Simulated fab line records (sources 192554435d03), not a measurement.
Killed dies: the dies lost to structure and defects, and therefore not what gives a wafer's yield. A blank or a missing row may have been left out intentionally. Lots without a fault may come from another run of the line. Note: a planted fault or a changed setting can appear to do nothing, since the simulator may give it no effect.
fab line records    flow n5-finfet
record lots=10  wafers=30  last-day=17
route steps=1938 shown MOL_CONTACT_COAG@574 BEOL_M4@1111 PASSIVATION@1936
lots with no fault: from the same line, run without faults
start-h: start of the lot's first displayed wafer, in hours after the record's first day    wait-h: hours since the lot's step before    " unchanged from the row above    L1.1+2: one row covering several wafers at once    - either no value or no given start    * or withheld: withheld    < > ~ a bound
route shown NAME@n: NAME is a module with steps in the file, n the number in the route of the first one    usual: the fault-free wafers' mean and standard deviation    same: alike in all rows    chamber/n: place in a boat    sites: readings site by site    _std_site: standard deviation across them    _edge_site: the outer-site mean with the inner-site mean subtracted    radius-mm: how far each site lies from the wafer's centre    mask NAME#n: copy n    behind: the last tool/chamber to shape the wafer    hold: the reason the lot was held/the length of the hold in hours/how it ended    device: transistor that didn't switch, given as n, p or np    end of line: at the end of the route, the tests of the same wafers    for a step that has no rows: nothing shown but its recipe    killed: dies lost to structure and defects at the first sort, not the wafer's yield    map: shows each die of a wafer: x if killed, . if not, _ if none is there
set.NAME: the setting that was run; set.NAME@STEP: the one run at that earlier step    model.NAME: the simulator's own value behind a step, which no gauge read
a sample of lots followed through the steps of the route, with each step as a table and each wafer as a row
services: from which hour (start-h, from the record's first day; less than 0 if before it) a tool's chamber was out of use, for how many hours, and why
## steps
# step N5_MOL_CONTACT_COAG_OVL_MEAS_85
# recipe points-per-wafer=522
# usual VG_OVL=0.4/0.62
lot.wafer  tool        chamber  start-h  wait-h  VG_OVL[nm]
L461.1     overlay-02  0        97.72    0.0     -0.6
L461.2     "           0        "        "       0.2
L461.4     "           0        "        "       0.8
L463.2     overlay-01  0        111.36   0.0     0.8
L463.3     "           0        "        "       1.5
L463.5     "           0        "        "       0.5
L468.1     overlay-02  0        140.31   0.0     0.0
L468.5     "           0        "        "       0.1
L468.6     "           0        "        "       -0.1
L469.3     overlay-02  0        145.00   0.0     1.2
L469.4     "           0        "        "       0.3
L469.6     "           0        "        "       0.0
L470.2     overlay-01  0        155.06   0.0     0.9
L470.4     "           0        "        "       0.3
L470.5     "           0        "        "       0.6
L474.4     overlay-02  0        180.05   0.0     0.7
L474.5     "           0        "        "       1.4
L474.6     "           0        "        "       0.5
L478.2     overlay-02  0        203.29   0.0     0.0
L478.3     "           0        "        "       -0.9
L478.5     "           0        "        "       -0.1
L479.4     overlay-01  0        207.29   0.0     0.7
L479.5     "           0        "        "       1.0
L479.6     "           0        "        "       0.2
L483.1     overlay-01  0        232.43   0.0     -0.3
L483.3     "           0        "        "       -0.3
L483.5     "           0        "        "       0.1
L484.3     overlay-01  0        234.92   0.0     1.3
L484.4     "           0        "        "       0.3
L484.6     "           0        "        "       0.6
# step N5_MOL_CONTACT_COAG_ETCHBACK_135
# recipe chemistry=CHF3  target=SiO2  target-depth-a=250  time-s=16.7  ion-energy-ev=200  pressure-mtorr=30  source-w=610  bias-w=170  Ar_flow_sccm=200  CHF3_flow_sccm=50
# usual chamber-pressure-mTorr=30.004/0.027  drypump-motor-current-A=5.6/0.55  oes-product-au=0.78/0.076  rf-vpp-V=524/12  showerhead-plenum-p-Torr=2.36/0.083  throttle-valve-pct=18.81/0.18
lot.wafer  tool         chamber  start-h  wait-h  chamber-pressure-mTorr  drypump-motor-current-A  oes-product-au  rf-hours-counter-h  rf-vpp-V  showerhead-plenum-p-Torr  throttle-valve-pct
L461.1     rie-diel-05  3        98.61    0.0     30.022                  5.4                      0.79            137                 533       2.38                      18.69
L461.2     "            0        "        "       30.024                  5.7                      0.75            151                 532       2.36                      18.95
L461.4     "            1        "        "       30.009                  6.1                      0.76            168                 507       2.26                      18.92
L463.2     rie-diel-04  0        111.88   0.0     29.969                  6.0                      0.78            118                 519       2.49                      18.84
L463.3     "            1        "        "       30.034                  5.8                      0.92            16                  506       2.44                      18.94
L463.5     "            1        "        "       30.012                  5.8                      0.92            -                   505       2.44                      18.92
L468.1     rie-diel-05  3        140.84   0.0     30.005                  5.4                      0.78            153                 533       2.38                      18.72
L468.5     "            2        "        "       29.976                  6.5                      0.82            -                   543       2.38                      18.58
L468.6     "            3        "        "       29.982                  5.4                      0.77            -                   532       2.38                      18.72
L469.3     rie-diel-04  2        145.53   0.0     29.965                  4.9                      0.71            190                 535       2.47                      18.81
L469.4     "            1        "        "       29.973                  5.8                      0.89            30                  504       2.44                      18.93
L469.6     "            2        "        "       30.032                  4.9                      0.72            -                   536       2.47                      18.82
L470.2     rie-diel-06  3        156.31   0.0     29.976                  5.1                      0.94            9                   527       2.34                      18.55
L470.4     "            1        "        "       29.994                  5.6                      0.74            179                 515       2.19                      18.93
L470.5     "            1        "        "       29.992                  5.6                      0.73            -                   516       2.19                      18.93
L474.4     rie-diel-05  3        180.60   0.0     29.989                  5.4                      0.77            167                 533       2.37                      18.76
L474.5     "            1        "        "       29.998                  6.1                      0.73            -                   506       2.25                      18.98
L474.6     "            2        "        "       30.020                  6.5                      0.80            -                   543       2.37                      18.58
L478.2     rie-diel-04  2        204.35   0.0     30.004                  4.9                      0.69            214                 535       2.46                      18.85
L478.3     "            3        "        "       29.993                  4.9                      0.72            168                 524       2.28                      18.99
L478.5     "            1        "        "       30.002                  5.8                      0.85            -                   506       2.43                      19.00
L479.4     rie-diel-06  1        207.81   0.0     30.007                  5.6                      0.71            -                   514       2.18                      18.96
L479.5     "            2        "        "       30.014                  5.6                      0.90            -                   525       2.40                      18.39
L479.6     "            3        "        "       29.984                  5.1                      0.91            -                   529       2.33                      18.56
L483.1     rie-diel-05  1        233.17   0.0     29.988                  6.1                      0.72            218                 506       2.24                      19.00
L483.3     "            3        "        "       30.028                  5.4                      0.76            186                 532       2.37                      18.77
L483.5     "            2        "        "       29.985                  6.5                      0.78            -                   544       2.37                      18.63
L484.3     rie-diel-06  2        235.65   0.0     29.993                  5.6                      0.88            42                  525       2.40                      18.41
L484.4     "            0        "        "       30.057                  6.4                      0.98            5                   522       2.35                      18.50
L484.6     "            2        "        "       30.033                  5.6                      0.89            -                   527       2.40                      18.44
# step N5_MOL_CONTACT_COAG_COAT_63
# recipe resist=SiARC  temp-c=220  time-s=60  spin-rpm=1500  resist-thk-nm=10
# usual spin-speed-rpm=1500.1/0.98
lot.wafer  tool            chamber  start-h  wait-h  spin-speed-rpm
L461.1     litho-track-02  0        99.01    -       1501.1
L461.2     "               0        "        "       1500.1
L461.4     "               0        "        "       1501.2
L463.2     litho-track-05  0        112.30   -       1500.6
L463.3     "               0        "        "       1501.5
L463.5     "               0        "        "       1499.9
L468.1     litho-track-05  0        141.25   -       1499.3
L468.5     "               0        "        "       1500.7
L468.6     "               0        "        "       1500.3
L469.3     litho-track-02  0        145.94   -       1500.8
L469.4     "               0        "        "       1500.5
L469.6     "               0        "        "       1499.3
L470.2     litho-track-05  0        156.72   -       1500.2
L470.4     "               0        "        "       1500.4
L470.5     "               0        "        "       1501.1
L474.4     litho-track-05  0        181.32   -       1360.8
L474.5     "               0        "        "       1361.4
L474.6     "               0        "        "       1362.2
L478.2     litho-track-05  0        204.76   -       1364.0
L478.3     "               0        "        "       1363.4
L478.5     "               0        "        "       1362.4
L479.4     litho-track-04  0        208.21   -       1500.7
L479.5     "               0        "        "       1499.4
L479.6     "               0        "        "       1497.8
L483.1     litho-track-02  0        233.58   -       1499.2
L483.3     "               0        "        "       1500.3
L483.5     "               0        "        "       1500.2
L484.3     litho-track-04  0        236.06   -       1501.2
L484.4     "               0        "        "       1499.3
L484.6     "               0        "        "       1499.4
# step N5_MOL_CONTACT_COAG_OVL_MEAS_41
# recipe points-per-wafer=522
# usual VD_OVL=-0.3/0.6
lot.wafer  tool        chamber  start-h  wait-h  VD_OVL[nm]
L461.1     overlay-01  0        99.45    0.0     -1.1
L461.2     "           0        "        "       -1.2
L461.4     "           0        "        "       -1.1
L463.2     overlay-02  0        112.61   0.0     -0.3
L463.3     "           0        "        "       -0.3
L463.5     "           0        "        "       -0.5
L468.1     overlay-02  0        141.56   0.0     1.5
L468.5     "           0        "        "       0.5
L468.6     "           0        "        "       -0.5
L469.3     overlay-01  0        146.26   0.0     0.1
L469.4     "           0        "        "       0.0
L469.6     "           0        "        "       -0.9
L470.2     overlay-02  0        157.04   0.0     -0.2
L470.4     "           0        "        "       -1.0
L470.5     "           0        "        "       -0.7
L474.4     overlay-02  0        181.64   0.0     -0.5
L474.5     "           0        "        "       -1.0
L474.6     "           0        "        "       -0.1
L478.2     overlay-01  0        205.20   0.0     0.2
L478.3     "           0        "        "       -1.0
L478.5     "           0        "        "       0.0
L479.4     overlay-01  0        208.66   0.0     -0.5
L479.5     "           0        "        "       -0.1
L479.6     "           0        "        "       -0.2
L483.1     overlay-02  0        233.89   0.0     0.9
L483.3     "           0        "        "       0.2
L483.5     "           0        "        "       0.1
L484.3     overlay-01  0        236.51   0.0     -1.3
L484.4     "           0        "        "       -0.4
L484.6     "           0        "        "       -0.4
# step N5_BEOL_M4_RC_MEAS_101
# usual DIBL_N=35.9/1.9  DIBL_P=35.8/2.4  IOFF_N=0.15/0.031  IOFF_P=0.21/0.037  ION_N=672/13  ION_P=462/8.3  SS_N=71.5/0.72  SS_P=73.2/0.67  VT_N=250/3.4  VT_P=-250/3.4
lot.wafer  tool       chamber  start-h  wait-h  DIBL_N[mV/V]  DIBL_P[mV/V]  IOFF_N[nA/um]  IOFF_P[nA/um]  ION_N[uA/um]  ION_P[uA/um]  SS_N[mV/dec]  SS_P[mV/dec]  VT_N[mV]  VT_P[mV]
L461.1     prober-02  0        166.95   0.0     37.0          37.6          0.15           0.22           676           466           71.2          73.8          250       -250
L461.2     "          0        "        "       36.5          35.3          0.13           0.18           657           450           71.2          73.2          253       -253
L461.4     "          0        "        "       36.5          36.1          0.13           0.19           660           457           71.4          72.7          252       -251
L463.2     prober-02  0        184.98   0.2     32.8          33.2          0.11           0.14           650           452           70.8          72.9          255       -258
L463.3     "          0        "        "       33.6          34.1          0.11           0.14           640           435           70.8          73.1          259       -259
L463.5     "          0        "        "       32.4          32.9          0.10           0.13           651           444           70.5          72.6          258       -258
L468.1     prober-02  0        203.01   0.0     35.9          36.7          0.16           0.22           684           462           70.7          73.4          248       -252
L468.5     "          0        "        "       33.1          32.7          0.11           0.16           657           456           70.2          71.7          252       -254
L468.6     "          0        "        "       36.3          36.9          0.17           0.22           678           460           71.2          73.2          247       -248
L469.3     prober-02  0        205.56   0.3     36.2          38.6          0.18           0.23           695           470           72.5          73.3          245       -250
L469.4     "          0        "        "       39.5          41.0          0.23           0.26           689           451           73.2          75.1          245       -253
L469.6     "          0        "        "       36.9          38.6          0.18           0.21           679           456           72.7          74.0          248       -254
L470.2     prober-02  0        220.61   0.2     37.3          35.6          0.15           0.20           661           455           72.2          73.8          252       -250
L470.4     "          0        "        "       40.0          39.7          0.20           0.27           683           464           73.4          73.9          248       -249
L470.5     "          0        "        "       34.2          33.6          0.11           0.18           652           455           71.5          72.0          255       -252
L474.4     prober-01  0        245.17   0.5     36.8          38.0          0.17           0.24           676           465           71.6          73.1          249       -245
L474.5     "          0        "        "       35.0          35.3          0.14           0.20           655           459           71.8          73.2          253       -247
L474.6     "          0        "        "       34.6          36.1          0.14           0.21           679           470           71.0          73.0          249       -246
L478.2     prober-02  0        261.13   0.2     39.6          39.5          0.21           0.29           684           476           71.4          74.8          243       -247
L478.3     "          0        "        "       38.2          36.9          0.18           0.24           682           469           72.2          73.5          247       -251
L478.5     "          0        "        "       36.8          36.1          0.16           0.22           674           464           71.6          73.5          248       -249
L479.4     prober-01  0        287.27   0.5     35.1          33.9          0.13           0.17           674           463           71.7          72.8          254       -256
L479.5     "          0        "        "       38.3          38.0          0.18           0.23           693           480           71.4          73.7          250       -249
L479.6     "          0        "        "       37.1          36.6          0.16           0.20           674           455           72.0          73.1          251       -253
L483.1     prober-01  0        310.02   0.0     38.1          39.6          0.19           0.26           677           462           72.5          74.5          246       -246
L483.3     "          0        "        "       37.9          38.2          0.18           0.23           696           474           72.1          74.2          249       -248
L483.5     "          0        "        "       35.8          37.0          0.15           0.20           674           464           71.2          74.0          251       -251
L484.3     prober-02  0        313.89   0.3     34.6          33.6          0.13           0.20           674           473           70.6          72.7          250       -251
L484.4     "          0        "        "       36.8          35.7          0.17           0.23           690           475           71.4          73.0          249       -247
L484.6     "          0        "        "       36.9          35.7          0.16           0.23           682           473           71.3          72.5          253       -247
# step N5_PASSIVATION_PROBE_49
# usual defect-limited-yield=91.6/1.2  killed_at_M0_to_M3=33/9.4  killed_at_M4_up=13/5.2  killed-at-contacts=13/5.6  killed-at-front-end=37/9.5  killed-at-other=4/3.1  killed-dies=99/15  killed-open=65/11  killed-short=32/7.5  sort_bin_5_function=4.9/0.77  sort_bin_6_memory=3.1/0.65  sort-n-pass=1081/15  sort-yield-pct=91.6/1.2
# same gross-dies=1180  killed-at-back-side=0  sort_bin_4_leakage[%]=0  sort_bin_8_speed[%]=0
lot.wafer  tool       chamber  start-h  wait-h  defect-limited-yield[%]  killed_at_M0_to_M3  killed_at_M4_up  killed-at-contacts  killed-at-front-end  killed-at-other  killed-dies  killed-open  killed-short  sort_bin_5_function[%]  sort_bin_6_memory[%]  sort-n-pass  sort-yield-pct[%]
L478.2     prober-01  -        367.37   0.1     89.5                     33                  11               17                  63                   0                124          76           46            6.0                     4.2                   1056         89.5
L479.4     prober-01  -        394.06   0.2     93.7                     26                  2                13                  33                   0                74           50           21            4.1                     1.9                   1106         93.7
# killed by level:class
L478.2 STI_FIN_REVEAL:geometric-particle:open=21 FIN_SAQP:geometric-particle:short=16 MOL_CONTACT_COAG:geometric-particle:open=12 BEOL_M1:geometric-particle:open=10 BEOL_M0_SAQP:geometric-particle:open=8 GATE_CUT:geometric-particle:short=6 BEOL_M1:geometric-particle:short=6 MOL_CONTACT_COAG:geometric-particle:short=5
L479.4 MOL_CONTACT_COAG:geometric-particle:open=13 DUMMY_GATE:geometric-particle:open=8 BEOL_M2:geometric-particle:open=8 BEOL_M0_SAQP:geometric-particle:short=6 STARTING-WAFER:geometric-particle:open=5 FIN_SAQP:geometric-particle:short=4 FIN_SAQP:geometric-particle:open=4 BEOL_M1:geometric-particle:open=4
## services
tool            chamber  start-h  hours  kind
rie-diel-06     0        82.55    4.1    repair
rie-diel-06     2        88.38    -      clean
rie-diel-06     2        88.38    -      consumable-replace:focus-ring
rie-diel-06     2        88.38    20.5   scheduled-down
rie-diel-06     2        88.38    20.5   vent-cycle
rie-diel-05     1        93.73    1.5    repair
rie-diel-06     3        112.52   -      clean
rie-diel-06     3        112.52   -      consumable-replace:focus-ring
rie-diel-06     3        112.52   19.5   scheduled-down
rie-diel-06     3        112.52   19.5   vent-cycle
rie-diel-05     -        130.49   0.3    repair
rie-diel-04     0        167.03   32.6   repair
litho-track-04  -        167.65   -      consumable-replace:filter
rie-diel-04     3        191.39   5.6    repair
rie-diel-06     0        204.57   -      clean
rie-diel-06     0        204.57   -      consumable-replace:focus-ring
rie-diel-06     0        204.57   14.5   scheduled-down
rie-diel-06     0        204.57   14.5   vent-cycle
rie-diel-05     -        219.24   0.6    repair
rie-diel-06     -        226.50   4.3    pm
## key
first-sign step=N5_MOL_CONTACT_COAG_COAT_63  reading=spin-speed-rpm  direction=down  sigmas=99+  usual=*  struck=*
effect none on later readings
met-at N5_MOL_CONTACT_COAG_COAT_63
struck-lots L474,L478
not-acting-at N5_MOL_CONTACT_COAG_OVL_MEAS_85,N5_MOL_CONTACT_COAG_ETCHBACK_135,N5_MOL_CONTACT_COAG_OVL_MEAS_41
onset-between 156.72 181.32
fault kind=process-parameter-drift  tool=litho-track-05  chamber=-  onset-h=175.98  steps=N5_MOL_CONTACT_COAG_COAT_63  channel=spin-rpm  offset=*  shape=step  end-h=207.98  acts-in=*  stated=*
